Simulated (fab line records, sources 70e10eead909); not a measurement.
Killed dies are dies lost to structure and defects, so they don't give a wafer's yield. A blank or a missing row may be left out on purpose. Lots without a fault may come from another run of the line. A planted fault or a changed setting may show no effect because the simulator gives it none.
fab line records | flow nand_harc
record lots=11 wafers=33 last_day=33
route steps=1302 shown A_M0@1166 A_M1@1176 END@1302
lots that met no fault: from a run of the same line without faults
start_h: hours from the record's first day to the start of the lot's first wafer shown | wait_h: hours since the lot's step before | " the same as in the row above | L1.1+2: a row that stands for several wafers | - no value, or no start given | * or withheld: withheld | < > ~ a bound
route shown NAME@n: a module of which the file shows steps, and the number in the route of the first | usual: mean/standard deviation of fault-free wafers | same: alike in all rows | chamber/n: place in a boat | sites: the reading at each site | _std_site: their standard deviation | _edge_site: outer sites' mean less inner sites' | radius_mm: how far each site lies from the wafer's centre | mask NAME#n: copy n | behind: the tool/chamber that last shaped the wafer | hold: why the lot was held/for how many hours/how that ended | device: the transistor (n, p or np) that didn't switch | end of line: the same wafers' tests at the end of the route | a step without rows: its recipe alone | killed: dies lost to structure and defects at the first sort, not the wafer's yield | map: a wafer's dies, x killed, . not, _ none there
set.NAME: the setting as run; set.NAME@STEP: as run at that earlier step | model.NAME: the simulator's own value behind a step, which no gauge read
steps of the route over a sample of lots; a table a step, a row a wafer
services: from which hour (start_h, from the record's first day; less than 0 if before it) a tool's chamber was out of use, for how many hours, and why
## steps
# step NHARC_A_M0_INSPECT_27
# usual raw_defect_count=580/170
# columns lot.wafer tool chamber start_h wait_h raw_defect_count
L752.1 defect_inspect-02 - 532.06 0.0 593
L752.2 " - " " 576
L752.5 " - " " 756
L755.2 defect_inspect-01 - 566.05 0.0 618
L755.4 " - " " 556
L755.5 " - " " 677
L758.1 defect_inspect-02 - 605.54 0.0 491
L758.2 " - " " 512
L758.3 " - " " 709
L761.2 defect_inspect-02 - 619.64 0.0 810
L761.3 " - " " 769
L761.6 " - " " 1071
L764.1 defect_inspect-01 - 650.08 0.0 584
L764.3 " - " " 528
L764.4 " - " " 443
L765.1 defect_inspect-02 - 652.51 0.0 490
L765.2 " - " " 722
L765.4 " - " " 437
L767.3 defect_inspect-01 - 677.37 0.0 475
L767.5 " - " " 374
L767.6 " - " " 518
L770.1 defect_inspect-01 - 702.20 0.0 800
L770.4 " - " " 683
L770.5 " - " " 529
L771.1 defect_inspect-01 - 708.68 0.0 452
L771.3 " - " " 519
L771.5 " - " " 584
L773.1 defect_inspect-01 - 729.83 0.0 533
L773.4 " - " " 450
L773.5 " - " " 407
L774.2 defect_inspect-01 - 746.07 0.0 461
L774.3 " - " " 536
L774.6 " - " " 599
# step NHARC_A_M0_DEP_32
# recipe target_thk_a=300 temp_c=370 target_thk_nm=30 pressure_torr=3 flow_sccm=200 rf_w=450 material=SiCN
# usual chamber_pressure_Torr=3.000/0.007 heater_power_w=574/84
# columns lot.wafer tool chamber start_h wait_h chamber_pressure_Torr heater_power_w
L752.2 pecvd-02 0 532.21 0.1 2.994 628
L752.1 " 1 " " 3.013 713
L752.5 " 1 " " 3.001 581
L755.2 pecvd-03 0 566.24 0.1 2.996 570
L755.4 " 2 " " 3.010 484
L755.5 " 0 " " 3.001 564
L758.1 pecvd-03 0 605.88 0.1 3.003 620
L758.3 " 1 " " 2.998 557
L758.2 " 2 " " 3.000 444
L761.3 pecvd-03 2 619.79 0.1 3.001 509
L761.2 " 1 " " 3.001 551
L761.6 " 1 " " 2.999 567
L764.3 pecvd-03 1 650.27 0.1 2.997 565
L764.1 " 2 " " 2.998 415
L764.4 " 0 " " 2.998 631
L765.1 pecvd-03 0 652.65 0.1 3.004 543
L765.2 " 2 " " 2.999 483
L765.4 " 1 " " 3.004 616
L767.3 pecvd-03 2 677.88 0.1 2.990 488
L767.6 " 1 " " 2.999 659
L767.5 " 2 " " 2.989 476
L770.1 pecvd-03 0 702.34 0.1 2.986 571
L770.5 " 0 " " 3.003 584
L770.4 " 2 " " 3.001 489
L771.3 pecvd-03 1 708.83 0.1 3.000 597
L771.1 " 2 " " 2.995 407
L771.5 " 2 " " 3.014 420
L773.1 pecvd-04 0 729.98 0.1 2.995 620
L773.5 " 0 " " 2.988 635
L773.4 " 2 " " 3.009 562
L774.3 pecvd-02 2 746.21 0.1 3.007 609
L774.2 " 0 " " 3.001 636
L774.6 " 2 " " 2.991 629
# step NHARC_A_M1_EXPOSE_06
# recipe na=1.35 target_cd_nm=120 dose_mj=75.13 mask_id=A_M1
# usual exposure_dose_mJ_cm2=75.12/0.17
# columns lot.wafer tool chamber start_h wait_h mask exposure_dose_mJ_cm2
L752.1 arfi_scanner-01 0 533.19 - A_M1#0 75.07
L752.2 " 0 " " A_M1#0 75.12
L752.5 " 0 " " A_M1#0 75.17
L755.2 arfi_scanner-02 0 567.31 - A_M1#0 75.41
L755.4 " 0 " " A_M1#0 75.41
L755.5 " 0 " " A_M1#0 75.36
L758.1 arfi_scanner-02 0 607.28 - A_M1#0 59.60
L758.2 " 0 " " A_M1#0 59.55
L758.3 " 0 " " A_M1#0 59.53
L761.2 arfi_scanner-03 0 620.78 - A_M1#0 75.06
L761.3 " 0 " " A_M1#0 75.06
L761.6 " 0 " " A_M1#0 75.00
L764.1 arfi_scanner-02 0 651.34 - A_M1#0 62.81
L764.3 " 0 " " A_M1#0 62.80
L764.4 " 0 " " A_M1#0 62.86
L765.1 arfi_scanner-01 0 653.76 - A_M1#0 75.03
L765.2 " 0 " " A_M1#0 75.00
L765.4 " 0 " " A_M1#0 75.02
L767.3 arfi_scanner-01 0 678.83 - A_M1#0 75.11
L767.5 " 0 " " A_M1#0 75.07
L767.6 " 0 " " A_M1#0 75.03
L770.1 arfi_scanner-03 0 703.43 - A_M1#0 74.89
L770.4 " 0 " " A_M1#0 75.02
L770.5 " 0 " " A_M1#0 75.02
L771.1 arfi_scanner-01 0 709.91 - A_M1#0 75.00
L771.3 " 0 " " A_M1#0 74.93
L771.5 " 0 " " A_M1#0 75.17
L773.1 arfi_scanner-03 0 730.96 - A_M1#0 74.90
L773.4 " 0 " " A_M1#0 75.05
L773.5 " 0 " " A_M1#0 75.02
L774.2 arfi_scanner-03 0 747.20 - A_M1#0 75.16
L774.3 " 0 " " A_M1#0 75.08
L774.6 " 0 " " A_M1#0 75.10
# step NHARC_A_M1_CD_MEAS_09
# recipe target_cd_nm=120 landing_energy_ev=500
# usual cd_nm=120.8/0.5
# columns lot.wafer tool chamber start_h wait_h cd_nm
L752.1 cd_sem-03 0 533.33 - 121.1
L752.2 " 0 " " 120.9
L752.5 " 0 " " 120.3
L755.2 cd_sem-03 0 567.45 - 120.1
L755.4 " 0 " " 121.2
L755.5 " 0 " " 120.8
L758.1 cd_sem-02 0 607.43 - 106.9
L758.2 " 0 " " 106.9
L758.3 " 0 " " 107.0
L761.2 cd_sem-01 0 620.91 - 121.1
L761.3 " 0 " " 121.2
L761.6 " 0 " " 120.5
L764.1 cd_sem-01 0 651.48 - 110.4
L764.3 " 0 " " 109.7
L764.4 " 0 " " 109.9
L765.1 cd_sem-01 0 653.90 - 121.3
L765.2 " 0 " " 120.0
L765.4 " 0 " " 121.7
L767.3 cd_sem-03 0 678.96 - 120.5
L767.5 " 0 " " 120.2
L767.6 " 0 " " 119.5
L770.1 cd_sem-02 0 703.57 - 120.9
L770.4 " 0 " " 120.4
L770.5 " 0 " " 120.6
L771.1 cd_sem-03 0 710.06 - 120.5
L771.3 " 0 " " 121.0
L771.5 " 0 " " 120.5
L773.1 cd_sem-01 0 731.10 - 121.1
L773.4 " 0 " " 120.7
L773.5 " 0 " " 120.9
L774.2 cd_sem-03 0 747.33 - 120.9
L774.3 " 0 " " 120.7
L774.6 " 0 " " 121.0
# step NHARC_A_M1_DESCUM_14
# recipe time_s=3 o2_flow_sccm=200 ar_flow_sccm=0 bias_power_w=0 chemistry=O2
# usual drypump_motor_current_A=5.5/0.4 oes_product_au=0.997/0.012 rf_vpp_V=57.8/1 showerhead_plenum_p_Torr=1.92/0.082 throttle_valve_pct=11.310/0.0095
# columns lot.wafer tool chamber start_h wait_h drypump_motor_current_A oes_product_au rf_hours_counter_h rf_vpp_V showerhead_plenum_p_Torr throttle_valve_pct
L752.1 rie_diel-08 1 533.51 0.1 5.7 0.966 4.7 60.6 1.97 11.281
L752.2 " 2 " " 5.2 0.997 4.6 57.7 2.04 11.300
L752.5 " 2 " " 5.3 1.011 - 60.1 2.04 11.302
L755.4 rie_diel-08 1 567.63 0.1 5.7 0.986 0.4 57.2 1.97 11.303
L755.2 " 0 " " 5.8 0.999 0.4 56.9 1.91 11.307
L755.5 " 1 " " 5.7 0.982 - 57.4 1.97 11.309
L758.3 rie_diel-04 3 607.62 0.1 5.2 1.003 3.2 55.9 1.78 11.323
L758.2 " 1 " " 5.0 0.997 3.4 57.2 1.93 11.322
L758.1 " 2 " " 5.8 0.983 3.3 56.3 2.04 11.298
L761.3 rie_diel-04 0 621.10 0.1 5.4 1.001 4.5 56.4 1.83 11.309
L761.2 " 1 " " 5.0 0.984 4.2 56.9 1.92 11.311
L761.6 " 1 " " 5.0 0.996 - 57.4 1.92 11.303
L764.1 rie_diel-03 1 651.66 0.1 5.1 1.020 0 57.9 2.03 11.321
L764.3 " 2 " " 5.1 1.002 0 56.7 1.85 11.303
L764.4 " 3 " " 5.9 0.996 0 58.1 1.87 11.305
L765.2 rie_diel-04 2 654.08 0.1 5.8 0.986 6.0 57.4 2.04 11.323
L765.4 " 0 " " 5.4 0.990 6.9 57.1 1.83 11.305
L765.1 " 1 " " 5.0 0.995 6.7 58.6 1.92 11.305
L767.3 rie_diel-03 1 679.15 0.1 5.1 1.011 2.6 57.8 2.03 11.301
L767.5 " 0 " " 6.2 1.006 - 56.7 1.96 11.308
L767.6 " 1 " " 5.1 1.012 - 57.9 2.03 11.307
L770.1 rie_diel-08 3 703.76 0.1 5.5 0.999 3.2 56.9 1.81 11.293
L770.4 " 1 " " 5.7 0.967 3.4 57.5 1.97 11.315
L770.5 " 3 " " 5.5 1.011 - 57.5 1.81 11.305
L771.3 rie_diel-03 0 710.25 0.1 6.1 1.000 4.5 57.9 1.96 11.304
L771.1 " 2 " " 5.1 1.010 4.6 58.6 1.85 11.321
L771.5 " 0 " " 6.1 1.016 - 58.0 1.96 11.329
L773.1 rie_diel-03 0 731.29 0.1 6.1 1.000 5.9 57.4 1.96 11.321
L773.4 " 2 " " 5.1 0.997 6.0 57.6 1.85 11.304
L773.5 " 3 " " 5.9 0.992 - 57.9 1.87 11.315
L774.2 rie_diel-03 3 747.51 0.1 5.9 0.997 4.5 57.2 1.87 11.296
L774.3 " 0 " " 6.2 1.000 6.8 57.3 1.95 11.328
L774.6 " 0 " " 6.2 1.014 - 58.2 1.96 11.306
# step NHARC_END_SORT_01
# recipe temp_c=25
# usual defect_limited_yield=91.7/2.5 killed_at_array=52/18 killed_at_other=1.0/1.4 killed_at_periphery=3.1/2.3 killed_dies=56/17 killed_open=3.0/1.7 killed_short=2.5/1.7 sort_bin_2_pct=3.0/1.1 sort_bin_3_pct=0.6/0.36 sort_bin_4_pct=4.8/1.4 sort_n_pass=621/17 sort_rim_yield_pct=91/4.6 sort_yield_pct=91.7/2.5
# same gross_dies=677 sort_bin_5_pct[%]=0 sort_bin_6_pct[%]=0 sort_bin_7_pct[%]=0 sort_bin_8_pct[%]=0 sort_rim_n_gross=106.00
# columns lot.wafer tool chamber start_h wait_h defect_limited_yield[%] killed_at_array killed_at_other killed_at_periphery killed_dies killed_open killed_short sort_bin_2_pct[%] sort_bin_3_pct[%] sort_bin_4_pct[%] sort_n_pass sort_rim_yield_pct[%] sort_yield_pct[%]
L755.2 prober-01 0 612.54 2.8 90.4 60 0 5 65 4 3 4.4 0.9 4.3 612 81 90.4
L755.4 prober-01 0 614.15 3.4 90.7 59 2 2 63 2 1 4.0 0.3 5.0 614 84 90.7
L755.5 prober-01 0 614.95 3.7 86.9 84 2 3 89 3 2 3.5 0.9 8.7 588 85 86.9
L758.1 prober-02 0 644.61 2.5 92.3 45 3 4 52 3 1 3.5 0.4 3.7 625 93 92.3
L758.2 prober-02 0 645.41 2.8 93.2 39 0 7 46 3 0 3.0 0.1 3.7 631 98 93.2
L758.3 prober-02 0 646.20 3.1 92.5 47 0 4 51 4 2 3.8 0.3 3.4 626 94 92.5
L761.2 prober-01 0 658.70 2.8 91.4 52 2 4 58 5 1 3.1 0.7 4.7 619 91 91.4
L761.3 prober-01 0 659.50 3.1 92.6 46 1 3 50 3 3 3.1 0 4.3 627 90 92.6
L761.6 prober-01 0 661.92 4.0 89.8 66 2 1 69 2 5 3.4 0.9 5.9 608 89 89.8
L764.3 prober-01 0 693.01 3.1 90.5 56 0 8 64 3 4 4.0 0.3 5.2 613 89 90.5
L764.4 prober-01 0 693.81 3.4 92.5 48 0 3 51 5 3 2.4 0.3 4.9 626 89 92.5
L770.1 prober-02 0 738.40 2.5 92.3 44 2 6 52 4 1 2.2 0.4 5.0 625 94 92.3
L770.4 prober-02 0 740.83 3.4 93.2 36 1 9 46 1 3 1.8 0.6 4.4 631 86 93.2
L770.5 prober-02 0 741.64 3.7 93.6 31 2 10 43 2 0 2.4 0.6 3.4 634 88 93.6
# killed by level:class
L755.2 A_SLIT:chamber_film_flake=22 A_CHANNEL_HOLE_D1:chamber_film_flake=18 A_CHANNEL_HOLE_D2:chamber_film_flake=11 P_CONTACT:geometric_particle:open=2 P_ZERO_WELL:chamber_film_flake=2 A_CHANNEL_FILL_D1:chamber_film_flake=2 A_DECK1_JOINT:chamber_film_flake=2 P_M0:geometric_particle:open=1
L755.4 A_SLIT:chamber_film_flake=22 A_CHANNEL_HOLE_D2:chamber_film_flake=14 A_CHANNEL_HOLE_D1:chamber_film_flake=13 A_STAIRCASE:chamber_film_flake=3 A_WL_FILL:chamber_film_flake=2 A_M1:chamber_film_flake=2 THIN_TSV:chamber_film_flake=2 P_M0:geometric_particle:open=1
L755.5 A_CHANNEL_HOLE_D1:chamber_film_flake=26 A_SLIT:chamber_film_flake=24 A_CHANNEL_HOLE_D2:chamber_film_flake=20 A_CONTACT:chamber_film_flake=3 A_STAIRCASE:chamber_film_flake=3 P_ZERO_WELL:chamber_film_flake=2 A_DECK1_JOINT:chamber_film_flake=2 THIN_TSV:chamber_film_flake=2
L758.1 A_CHANNEL_HOLE_D2:chamber_film_flake=17 A_M1:area_expose=11 A_CHANNEL_HOLE_D1:chamber_film_flake=5 A_WL_FILL:chamber_film_flake=3 P_GATE:chamber_film_flake=2 A_DECK1_JOINT:chamber_film_flake=2 A_CONTACT:chamber_film_flake=2 A_CHANNEL_HOLE_D1:geometric_particle:short=1
L758.2 A_CHANNEL_HOLE_D2:chamber_film_flake=14 A_M1:area_expose=14 P_GATE:chamber_film_flake=5 A_CHANNEL_HOLE_D1:chamber_film_flake=2 A_CONTACT:chamber_film_flake=2 P_CONTACT:geometric_particle:open=1 A_M0:geometric_particle:open=1 A_M1:geometric_particle:open=1
L758.3 A_M1:area_expose=14 A_CHANNEL_HOLE_D2:chamber_film_flake=11 A_CHANNEL_HOLE_D1:chamber_film_flake=6 A_CONTACT:chamber_film_flake=6 A_DECK1_JOINT:chamber_film_flake=3 A_BLC:geometric_particle:open=2 P_GATE:chamber_film_flake=2 P_GATE:geometric_particle:open=1
L761.2 A_SLIT:chamber_film_flake=26 A_CHANNEL_HOLE_D2:chamber_film_flake=11 A_STAIRCASE:chamber_film_flake=9 P_CONTACT:geometric_particle:open=2 THIN_TSV:chamber_film_flake=2 P_M0:geometric_particle:open=1 A_DECK1_JOINT:geometric_particle:open=1 A_CONTACT:geometric_particle:open=1
L761.3 A_SLIT:chamber_film_flake=25 A_CHANNEL_HOLE_D2:chamber_film_flake=10 A_CHANNEL_HOLE_D1:chamber_film_flake=3 A_CHANNEL_FILL_D1:chamber_film_flake=2 A_STAIRCASE:chamber_film_flake=2 P_M0:geometric_particle:short=1 P_M0:geometric_particle:open=1 A_SOURCE_PLATE:geometric_particle:short=1
L761.6 A_SLIT:chamber_film_flake=29 A_CHANNEL_HOLE_D2:chamber_film_flake=19 A_STAIRCASE:chamber_film_flake=6 A_M0:geometric_particle:open=2 A_CHANNEL_HOLE_D1:chamber_film_flake=2 A_CHANNEL_FILL_D1:chamber_film_flake=2 THIN_TSV:chamber_film_flake=2 P_M0:geometric_particle:short=1
L764.3 A_SLIT:chamber_film_flake=33 A_CHANNEL_HOLE_D1:chamber_film_flake=6 A_M1:chamber_film_flake=4 A_CONTACT:chamber_film_flake=3 P_CONTACT:geometric_particle:short=2 P_ZERO_WELL:chamber_film_flake=2 P_GATE:chamber_film_flake=2 A_STAIRCASE:chamber_film_flake=2
L764.4 A_SLIT:chamber_film_flake=28 A_CHANNEL_HOLE_D1:chamber_film_flake=4 A_M1:chamber_film_flake=3 A_CHANNEL_FILL_D1:geometric_particle:open=2 P_ZERO_WELL:chamber_film_flake=2 A_ZERO_WELL:chamber_film_flake=2 A_M1:area_expose=2 P_CONTACT:geometric_particle:short=1
L770.1 A_CHANNEL_HOLE_D1:chamber_film_flake=27 A_CONTACT:chamber_film_flake=7 P_M2:chamber_film_flake=3 A_DECK1_JOINT:geometric_particle:open=2 P_CONTACT:chamber_film_flake=2 A_SLIT:chamber_film_flake=2 THIN_TSV:chamber_film_flake=2 A_CHANNEL_FILL_D1:geometric_particle:short=1
L770.4 A_CHANNEL_HOLE_D1:chamber_film_flake=19 P_M2:chamber_film_flake=4 A_BONDPAD:chamber_film_flake=4 A_WL_FILL:geometric_particle:short=3 A_CONTACT:chamber_film_flake=3 P_ZERO_WELL:chamber_film_flake=2 P_CONTACT:chamber_film_flake=2 A_CHANNEL_HOLE_D2:chamber_film_flake=2
L770.5 A_CHANNEL_HOLE_D1:chamber_film_flake=21 P_CONTACT:chamber_film_flake=3 P_M2:chamber_film_flake=3 A_CONTACT:chamber_film_flake=3 P_ZERO_WELL:chamber_film_flake=2 A_CHANNEL_HOLE_D2:chamber_film_flake=2 A_WL_FILL:chamber_film_flake=2 P_M1:geometric_particle:open=1
## services
# columns tool chamber start_h hours kind
rie_diel-04 3 519.75 9.5 repair
arfi_scanner-03 - 524.49 0.9 repair
rie_diel-04 - 531.90 9.0 pm
rie_diel-08 0 534.50 1.5 repair
arfi_scanner-03 - 542.45 4.0 pm
rie_diel-08 - 544.80 9.0 pm
pecvd-03 - 547.96 13.0 pm
arfi_scanner-02 - 549.00 2.5 repair
arfi_scanner-03 - 553.27 0.9 repair
arfi_scanner-03 - 562.59 1.0 repair
arfi_scanner-01 - 583.03 0.8 repair
arfi_scanner-01 - 584.37 6.4 repair
arfi_scanner-03 - 587.58 8.0 repair
arfi_scanner-01 - 596.00 4.0 pm
arfi_scanner-01 - 616.33 5.1 repair
rie_diel-03 - 642.17 9.0 pm
arfi_scanner-03 - 652.04 50.9 repair
rie_diel-03 3 681.79 4.7 repair
rie_diel-03 3 702.16 4.3 repair
rie_diel-03 3 706.83 17.3 repair
arfi_scanner-03 - 714.45 4.0 pm
pecvd-03 0 726.25 8.9 repair
arfi_scanner-01 - 726.46 0.6 repair
pecvd-03 - 728.96 13.0 pm
## key
first_sign step=NHARC_A_M1_EXPOSE_06 reading=exposure_dose_mJ_cm2 direction=down sigmas=84 usual=75.12 struck=61.19
effect step=NHARC_A_M1_CD_MEAS_09 reading=cd_nm direction=down sigmas=25 usual=120.8 struck=108.5 through=control_loop
met_at NHARC_A_M1_EXPOSE_06
struck_lots L758,L764
loop_trim step=NHARC_A_M1_EXPOSE_06 setting=dose lots=L764
not_acting_at NHARC_A_M0_INSPECT_27,NHARC_A_M0_DEP_32,NHARC_A_M1_DESCUM_14
onset_between 567.31 607.28
fault kind=process_parameter_drift tool=arfi_scanner-02 chamber=- onset_h=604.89 steps=NHARC_A_M1_EXPOSE_06 channel=dose_mj offset=-15.814 shape=step acts_in=these_recipes_only stated=75.13
# loop_trim: a control loop set the setting to another value than it would have without faults
